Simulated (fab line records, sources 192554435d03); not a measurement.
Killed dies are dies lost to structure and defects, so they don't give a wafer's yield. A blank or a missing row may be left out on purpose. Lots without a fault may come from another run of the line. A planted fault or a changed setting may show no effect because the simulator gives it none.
fab line records | flow n5_finfet
record lots=11 wafers=29 last_day=17
route steps=1938 shown BEOL_M8@1369 MIM_TOP_ETCH@1852 PASSIVATION@1906
lots that met no fault: from a run of the same line without faults
start_h: hours from the record's first day to the start of the lot's first wafer shown | wait_h: hours since the lot's step before | " the same as in the row above | L1.1+2: a row that stands for several wafers | - no value, or no start given | * or withheld: withheld | < > ~ a bound
route shown NAME@n: a module of which the file shows steps, and the number in the route of the first | usual: mean/standard deviation of fault-free wafers | same: alike in all rows | chamber/n: place in a boat | sites: the reading at each site | _std_site: their standard deviation | _edge_site: outer sites' mean less inner sites' | radius_mm: how far each site lies from the wafer's centre | mask NAME#n: copy n | behind: the tool/chamber that last shaped the wafer | hold: why the lot was held/for how many hours/how that ended | device: the transistor (n, p or np) that didn't switch | end of line: the same wafers' tests at the end of the route | a step without rows: its recipe alone | killed: dies lost to structure and defects at the first sort, not the wafer's yield | map: a wafer's dies, x killed, . not, _ none there
set.NAME: the setting as run; set.NAME@STEP: as run at that earlier step | model.NAME: the simulator's own value behind a step, which no gauge read
steps of the route over a sample of lots; a table a step, a row a wafer
services: from which hour (start_h, from the record's first day; less than 0 if before it) a tool's chamber was out of use, for how many hours, and why
## steps
# step N5_BEOL_M8_ETCH_72
# recipe chemistry=N2/H2 target=underlayer target_depth_a=65 mask_material=CAR-EUV time_s=5.2 ion_energy_ev=200 pressure_mtorr=30 source_w=840 bias_w=150 n2_flow_sccm=200 h2_flow_sccm=200 ends=cleared
# usual drypump_motor_current_A=5.7/0.45 etch_rf_on_time_s=5.16/0.18 n2_flow_sccm=200.1/0.6 oes_product_au=0.69/0.077 rf_fwd_power_W=819.7/2.7 rf_vpp_V=525.2/2.1 showerhead_plenum_p_Torr=2.59/0.081 throttle_valve_pct=17.79/0.19
# columns lot.wafer tool chamber start_h wait_h drypump_motor_current_A etch_rf_on_time_s n2_flow_sccm oes_product_au rf_fwd_power_W rf_hours_counter_h rf_vpp_V showerhead_plenum_p_Torr throttle_valve_pct
L956.2 rie_diel-05 2 206.00 0.0 6.4 4.96 200.4 0.70 820.4 108 524.6 2.67 17.78
L956.4 " 1 " " 5.2 5.04 199.4 0.85 820.9 3 529.4 2.61 17.65
L957.2 rie_diel-04 0 214.66 0.0 5.9 4.94 199.0 0.79 817.5 26 523.2 2.51 17.74
L957.3 " 1 " " 5.1 5.17 200.0 0.59 818.1 244 525.3 2.60 18.16
L958.1 rie_diel-06 2 214.70 0.0 6.1 4.97 200.1 0.65 819.6 179 526.7 2.67 17.70
L958.4 " 3 " " 5.8 4.92 198.9 0.63 818.7 205 522.1 2.52 18.09
L958.6 " 3 " " 5.8 4.92 199.3 0.63 821.0 - 522.4 2.52 18.11
L959.1 rie_diel-05 3 228.24 0.0 5.6 5.28 199.4 0.75 821.2 29 528.7 2.73 17.88
L959.2 " 1 " " 5.2 5.12 200.5 0.83 821.5 10 525.4 2.61 17.69
L959.3 " 2 " " 6.3 5.15 201.8 0.69 822.5 115 528.2 2.67 17.79
L960.1 rie_diel-05 2 235.46 0.0 6.3 4.98 199.9 0.68 814.1 118 525.3 2.67 17.78
L960.5 " 2 " " 6.3 4.98 199.9 0.69 818.3 - 527.5 2.67 17.81
L960.6 " 1 " " 5.2 5.00 200.4 0.83 824.4 - 525.6 2.61 17.69
L961.1 rie_diel-06 2 239.47 0.0 6.0 5.04 200.9 0.63 814.5 188 526.1 2.67 17.73
L961.5 " 3 " " 5.8 4.96 199.6 0.62 816.3 - 522.7 2.52 18.11
L963.1 rie_diel-06 2 257.75 0.0 6.1 5.02 199.8 0.64 820.0 195 526.7 2.67 17.71
L963.2 " 0 " " 5.7 5.40 200.5 0.63 822.2 159 523.9 2.54 17.74
L963.5 " 0 " " 5.7 5.41 198.8 0.63 821.0 - 525.0 2.54 17.75
L964.3 rie_diel-05 2 263.30 0.0 6.3 5.09 199.4 0.68 816.9 126 526.4 2.67 17.79
L964.6 " 1 " " 5.2 5.05 201.2 0.81 820.6 - 526.4 2.60 17.70
L966.1 rie_diel-05 1 278.90 0.0 5.2 5.03 200.0 0.81 819.0 28 526.8 2.60 17.74
L966.3 " 0 " " 6.1 5.17 199.7 0.62 819.8 227 527.2 2.62 17.73
L966.5 " 2 " " 6.4 5.04 199.8 0.68 817.0 - 526.8 2.66 17.82
L970.2 rie_diel-05 2 293.79 0.0 6.4 5.01 200.7 0.67 816.9 138 527.6 2.66 17.83
L970.4 " 3 " " 5.6 5.20 199.9 0.72 819.2 52 530.2 2.72 17.93
L970.6 " 2 " " 6.4 4.97 199.5 0.68 814.4 - 528.6 2.66 17.84
L977.1 rie_diel-05 2 345.14 0.0 6.4 5.12 199.6 0.65 817.1 155 528.1 2.65 17.85
L977.3 " 3 " " 5.6 5.27 200.4 0.70 819.7 73 527.4 2.71 17.97
L977.6 " 2 " " 6.3 5.04 199.6 0.66 819.6 - 527.5 2.65 17.85
# step N5_MIM_TOP_ETCH_STRIP_01
# recipe chemistry=O2 power_w=600 temp_c=60 pressure_mtorr=30 rf_frequency_hz=6e+07 bias_power_w=0 overash_fraction=0.5 o2_flow_sccm=225
# usual drypump_motor_current_A=5.8/0.36 oes_product_au=0.77/0.097 rf_vpp_V=3.7/1.2 showerhead_plenum_p_Torr=2.10/0.078 throttle_valve_pct=16.76/0.24
# columns lot.wafer tool chamber start_h wait_h drypump_motor_current_A oes_product_au rf_hours_counter_h rf_vpp_V showerhead_plenum_p_Torr throttle_valve_pct
L956.2 rie_diel-02 0 268.23 0.2 6.3 0.74 225 1.8 2.03 16.87
L956.4 " 3 " " 5.3 0.77 117 4.5 2.09 16.25
L957.2 rie_diel-02 1 274.78 0.1 5.7 0.87 53 2.6 2.05 16.51
L957.3 " 0 " " 6.3 0.70 228 2.8 2.03 16.84
L958.1 rie_diel-03 3 281.21 0.1 5.7 0.72 220 2.9 1.99 16.86
L958.4 " 1 " " 6.3 0.73 193 2.7 2.14 16.90
L958.6 " 1 " " 6.2 0.75 - 3.7 2.14 16.93
L959.1 rie_diel-03 3 287.13 0.1 5.8 0.68 222 5.6 1.99 16.82
L959.2 " 1 " " 6.2 0.72 195 3.0 2.14 16.90
L959.3 " 0 " " 5.7 0.72 214 3.9 2.19 16.95
L960.1 rie_diel-02 0 291.85 0.1 6.3 0.71 235 2.7 2.03 16.89
L960.5 " 0 " " 6.3 0.69 - 2.3 2.02 16.90
L960.6 " 3 " " 5.3 0.75 - 2.6 2.09 16.26
L961.1 rie_diel-02 0 302.50 0.1 6.2 0.71 238 3.7 2.03 16.92
L961.5 " 2 " " 5.2 0.68 - 3.5 2.07 17.06
L963.1 rie_diel-03 0 312.77 0.1 5.7 0.70 222 5.7 2.19 16.97
L963.2 " 2 " " 6.0 0.93 29 3.6 2.24 16.82
L963.5 " 1 " " 6.2 0.72 - 3.6 2.14 16.94
L964.3 rie_diel-03 1 315.72 0.1 6.2 0.72 205 3.3 2.14 16.95
L964.6 " 2 " " 6.0 0.90 - 2.5 2.24 16.82
L966.1 rie_diel-02 3 337.74 0.2 5.4 0.75 136 5.8 2.08 16.30
L966.3 " 2 " " 5.1 0.67 250 2.6 2.07 17.05
L966.5 " 1 " " 5.8 0.84 - 3.9 2.04 16.59
L970.2 rie_diel-01 3 359.70 0.2 5.4 0.68 230 3.8 2.07 16.87
L970.4 " 3 " " 5.4 0.69 - 2.1 2.07 16.88
L970.6 " 2 " " 6.3 0.71 - 3.1 1.98 16.72
L977.1 rie_diel-03 1 400.39 0.1 6.2 0.72 228 3.3 2.13 16.97
L977.3 " 2 " " 6.0 0.87 54 4.7 2.23 16.84
L977.6 " 3 " " 5.8 0.95 - 7.0 2.25 16.40
# step N5_PASSIVATION_OVL_MEAS_63
# recipe points_per_wafer=44
# usual PAD_OVL=0/5.5
# columns lot.wafer tool chamber start_h wait_h PAD_OVL[nm]
L956.2 overlay-01 0 273.53 0.0 -10
L956.4 " 0 " " -6
L957.2 overlay-01 0 280.90 0.0 -7
L957.3 " 0 " " -12
L958.1 overlay-02 0 284.65 0.0 4
L958.4 " 0 " " -3
L958.6 " 0 " " 3
L959.1 overlay-02 0 291.40 0.0 -2
L959.2 " 0 " " 6
L959.3 " 0 " " 6
L960.1 overlay-02 0 295.53 0.0 4
L960.5 " 0 " " 2
L960.6 " 0 " " 7
L961.1 overlay-02 0 306.99 0.0 -2
L961.5 " 0 " " -5
L964.3 overlay-01 0 319.96 0.0 -10
L964.6 " 0 " " -6
L963.1 overlay-01 0 320.20 0.0 -4
L963.2 " 0 " " -2
L963.5 " 0 " " -9
L966.1 overlay-01 0 343.31 0.0 -3
L966.3 " 0 " " 9
L966.5 " 0 " " 3
L970.2 overlay-02 0 364.93 0.0 -4
L970.4 " 0 " " 3
L970.6 " 0 " " 3
L977.1 overlay-01 0 404.06 0.0 5
L977.3 " 0 " " -1
L977.6 " 0 " " -6
# step N5_PASSIVATION_DESCUM_32
# recipe chemistry=O2 time_s=7.9 source_power_w=50 bias_power_w=20 pressure_mtorr=20 rf_frequency_hz=2.712e+07 temp_c=40 o2_flow_sccm=225
# usual drypump_motor_current_A=5.6/0.48 oes_product_au=0.83/0.085 rf_fwd_power_W=49.64/0.19 rf_vpp_V=243.5/1.2 showerhead_plenum_p_Torr=2.12/0.062 throttle_valve_pct=20.32/0.21
# same time_s=7.9
# columns lot.wafer tool chamber start_h wait_h drypump_motor_current_A oes_product_au rf_fwd_power_W rf_hours_counter_h rf_vpp_V showerhead_plenum_p_Torr throttle_valve_pct
L956.2 rie_diel-05 2 273.69 0.1 6.4 0.77 49.53 130 245.5 2.21 20.55
L956.4 " 3 " " 5.6 0.85 49.55 43 244.8 2.22 20.32
L957.2 rie_diel-06 2 280.95 0.0 6.1 0.73 49.61 206 244.7 2.16 19.99
L957.3 " 0 " " 5.7 0.74 49.84 170 242.6 2.05 20.03
L958.1 rie_diel-05 1 284.82 0.0 5.2 0.93 49.49 30 243.4 2.14 20.26
L958.4 " 2 " " 6.3 0.77 49.59 134 244.7 2.21 20.55
L958.6 " 2 " " 6.4 0.77 49.62 - 244.5 2.21 20.56
L959.1 rie_diel-05 0 291.46 0.0 6.1 0.71 49.60 231 243.7 2.13 20.11
L959.2 " 1 " " 5.2 0.92 49.51 32 243.8 2.13 20.25
L959.3 " 3 " " 5.6 0.84 49.58 51 246.3 2.22 20.34
L960.1 rie_diel-06 2 295.59 0.0 6.1 0.72 49.22 212 244.0 2.16 19.99
L960.5 " 1 " " 6.1 0.96 49.69 - 243.1 2.07 20.13
L960.6 " 0 " " 5.7 0.73 49.91 - 241.3 2.05 20.03
L961.1 rie_diel-04 1 307.05 0.0 5.1 0.91 49.78 19 243.8 2.14 20.58
L961.5 " 2 " " 4.8 0.89 49.50 - 243.5 2.14 20.50
L964.3 rie_diel-05 2 320.02 0.0 6.3 0.75 49.74 148 243.8 2.20 20.58
L964.6 " 0 " " 6.0 0.71 49.93 - 242.9 2.12 20.12
L963.1 rie_diel-04 2 320.25 0.0 4.8 0.90 49.66 30 243.6 2.14 20.50
L963.2 " 1 " " 5.1 0.91 49.73 24 242.8 2.13 20.59
L963.5 " 2 " " 4.8 0.90 49.42 - 244.2 2.14 20.50
L966.1 rie_diel-04 2 343.36 0.0 4.8 0.88 49.64 37 244.9 2.14 20.52
L966.3 " 1 " " 5.1 0.90 49.45 28 244.1 2.13 20.61
L966.5 " 2 " " 4.8 0.88 49.63 - 244.1 2.14 20.51
L970.2 rie_diel-04 1 365.00 0.0 5.1 0.90 49.59 31 243.1 2.13 20.60
L970.4 " 3 " " 5.4 0.83 49.50 72 242.8 2.05 20.49
L970.6 " 3 " " 5.4 0.82 49.55 - 241.9 2.05 20.48
L977.1 rie_diel-06 1 404.28 0.2 6.1 0.87 49.91 45 242.5 2.05 20.19
L977.3 " 0 " " 5.7 0.70 49.81 211 243.8 2.04 20.08
L977.6 " 3 " " 5.8 0.94 49.81 - 244.7 2.02 19.97
# step N5_PASSIVATION_PROBE_49
# usual defect_limited_yield=91.8/1.5 killed_at_M0_to_M3=33/11 killed_at_M4_up=13/5 killed_at_contacts=11/5.6 killed_at_front_end=36/12 killed_at_other=3.4/2.5 killed_dies=97/18 killed_open=64/13 killed_short=31/6.9 sort_bin_5_function=4.8/1 sort_bin_6_memory=3.1/0.64 sort_bin_8_speed=0.00/0.014 sort_n_pass=1083/18 sort_yield_pct=91.8/1.5
# same gross_dies=1180 killed_at_back_side=0 sort_bin_4_leakage[%]=0
# columns lot.wafer tool chamber start_h wait_h defect_limited_yield[%] killed_at_M0_to_M3 killed_at_M4_up killed_at_contacts killed_at_front_end killed_at_other killed_dies killed_open killed_short sort_bin_5_function[%] sort_bin_6_memory[%] sort_bin_8_speed[%] sort_n_pass sort_yield_pct[%]
L964.3 prober-01 - 325.55 0.1 92.8 24 23 11 27 0 85 51 32 4.3 2.8 0 1095 92.8
L964.6 prober-01 - 325.70 0.3 92.5 19 22 9 37 2 89 64 24 4.0 3.4 0 1091 92.5
L966.1 prober-01 - 349.03 0.0 87.3 27 72 13 35 3 150 54 30 7.4 3.5 0 1030 87.3
L966.3 prober-01 - 349.13 0.1 81.7 16 138 17 33 12 216 54 24 11.9 4.2 0 964 81.7
L966.5 prober-01 - 349.23 0.2 83.0 22 139 14 25 1 201 52 23 11.2 3.2 0 979 83.0
L970.2 prober-01 - 370.22 0.1 80.0 44 136 19 33 4 236 77 37 12.5 5.1 0 944 80.0
L970.4 prober-01 - 370.32 0.2 81.6 32 128 21 30 6 217 74 33 11.6 5.3 0 963 81.6
L970.6 prober-01 - 370.42 0.3 81.4 20 133 10 51 5 219 58 31 10.8 5.3 0 961 81.4
# killed by level:class
L964.3 MOL_CONTACT_COAG:geometric_particle:open=8 BEOL_M4:geometric_particle:open=8 BEOL_M0_SAQP:geometric_particle:short=7 FIN_SAQP:geometric_particle:open=6 BEOL_M0_SAQP:geometric_particle:open=5 BEOL_M2:geometric_particle:open=5 BEOL_M4:geometric_particle:short=5 STARTING-WAFER:geometric_particle:open=5
L964.6 DUMMY_GATE:geometric_particle:open=8 MOL_CONTACT_COAG:geometric_particle:open=8 BEOL_M4:geometric_particle:open=8 FIN_SAQP:geometric_particle:open=7 BEOL_M1:geometric_particle:open=5 BEOL_M3:geometric_particle:open=5 STI_FIN_REVEAL:geometric_particle:open=4 STI_FIN_REVEAL:geometric_particle:short=4
L966.1 BEOL_M8:unspecified=65 MOL_CONTACT_COAG:geometric_particle:open=11 FIN_SAQP:geometric_particle:short=10 BEOL_M1:geometric_particle:open=7 STI_FIN_REVEAL:geometric_particle:open=6 BEOL_M2:geometric_particle:open=6 FIN_SAQP:geometric_particle:open=5 DUMMY_GATE:geometric_particle:open=4
L966.3 BEOL_M8:unspecified=126 MOL_CONTACT_COAG:geometric_particle:open=13 PASSIVATION:area_etch=11 FIN_SAQP:geometric_particle:open=7 STI_FIN_REVEAL:geometric_particle:open=5 FIN_SAQP:geometric_particle:short=4 STI_FIN_REVEAL:geometric_particle:short=4 MOL_CONTACT_COAG:geometric_particle:short=4
L966.5 BEOL_M8:unspecified=122 MOL_CONTACT_COAG:geometric_particle:open=11 BEOL_M2:geometric_particle:open=8 DUMMY_GATE:geometric_particle:open=6 BEOL_M4:geometric_particle:open=5 BEOL_M0_SAQP:geometric_particle:short=4 BEOL_M8:geometric_particle:open=4 FIN_SAQP:geometric_particle:open=3
L970.2 BEOL_M8:unspecified=115 MOL_CONTACT_COAG:geometric_particle:open=17 BEOL_M1:geometric_particle:open=11 FIN_SAQP:geometric_particle:short=8 BEOL_M3:geometric_particle:open=8 BEOL_M0_SAQP:geometric_particle:open=6 BEOL_M0_SAQP:geometric_particle:short=6 STI_FIN_REVEAL:geometric_particle:open=5
L970.4 BEOL_M8:unspecified=108 MOL_CONTACT_COAG:geometric_particle:open=18 BEOL_M4:geometric_particle:open=10 BEOL_M0_SAQP:geometric_particle:open=7 FIN_SAQP:geometric_particle:open=6 STI_FIN_REVEAL:geometric_particle:open=6 BEOL_M0_SAQP:geometric_particle:short=6 FIN_SAQP:geometric_particle:short=5
L970.6 BEOL_M8:unspecified=122 STI_FIN_REVEAL:geometric_particle:open=11 MOL_CONTACT_COAG:geometric_particle:open=10 FIN_SAQP:geometric_particle:short=9 BEOL_M1:geometric_particle:open=7 HKMG_FIN:area_etch=7 BEOL_M4:geometric_particle:open=6 FIN_SAQP:geometric_particle:open=5
## services
# columns tool chamber start_h hours kind
rie_diel-06 0 207.22 4.4 repair
rie_diel-04 2 217.90 5.7 repair
rie_diel-05 0 230.90 5.1 repair
rie_diel-03 - 234.90 15.6 pm
rie_diel-06 3 245.02 16.7 repair
rie_diel-06 1 261.75 - clean
rie_diel-06 1 261.75 - consumable_replace:focus_ring
rie_diel-06 1 261.75 17.4 scheduled_down
rie_diel-06 1 261.75 17.4 vent_cycle
rie_diel-01 - 300.50 2.8 pm
rie_diel-06 2 302.78 3.3 repair
rie_diel-04 3 307.04 5.2 repair
rie_diel-04 1 324.53 5.2 repair
rie_diel-05 2 336.31 4.8 repair
rie_diel-05 0 341.11 - clean
rie_diel-05 0 341.11 - consumable_replace:focus_ring
rie_diel-05 0 341.11 30.5 scheduled_down
rie_diel-05 0 341.11 30.5 vent_cycle
rie_diel-06 3 356.76 - clean
rie_diel-06 3 356.76 - consumable_replace:focus_ring
rie_diel-06 3 356.76 15.1 scheduled_down
rie_diel-06 3 356.76 15.1 vent_cycle
rie_diel-05 0 379.50 2.6 repair
rie_diel-06 - 388.03 0.2 repair
## key
first_sign step=N5_PASSIVATION_PROBE_49 reading=killed_at_M4_up direction=up sigmas=22 usual=13 struck=124
effect step=N5_PASSIVATION_PROBE_49 reading=defect_limited_yield direction=down sigmas=6.2 usual=91.8 struck=82.5
more_kills_born_at N5_BEOL_M8_ETCH_72@rie_diel-05=658
met_at N5_BEOL_M8_ETCH_72
struck_lots L966,L970
baseline_loss step=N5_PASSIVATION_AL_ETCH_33 wafers=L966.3
not_acting_at N5_MIM_TOP_ETCH_STRIP_01,N5_PASSIVATION_OVL_MEAS_63,N5_PASSIVATION_DESCUM_32
onset_between 263.30 278.90
fault kind=chamber_particle_source tool=rie_diel-05 chamber=- onset_h=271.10 steps=N5_BEOL_M8_ETCH_72 rate_per_visit_cm2=0.79195 end_h=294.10
# baseline_loss: these wafers lose ten dies or more at that step, a loss of the line's own and not of a fault; the sort's usual values leave them out
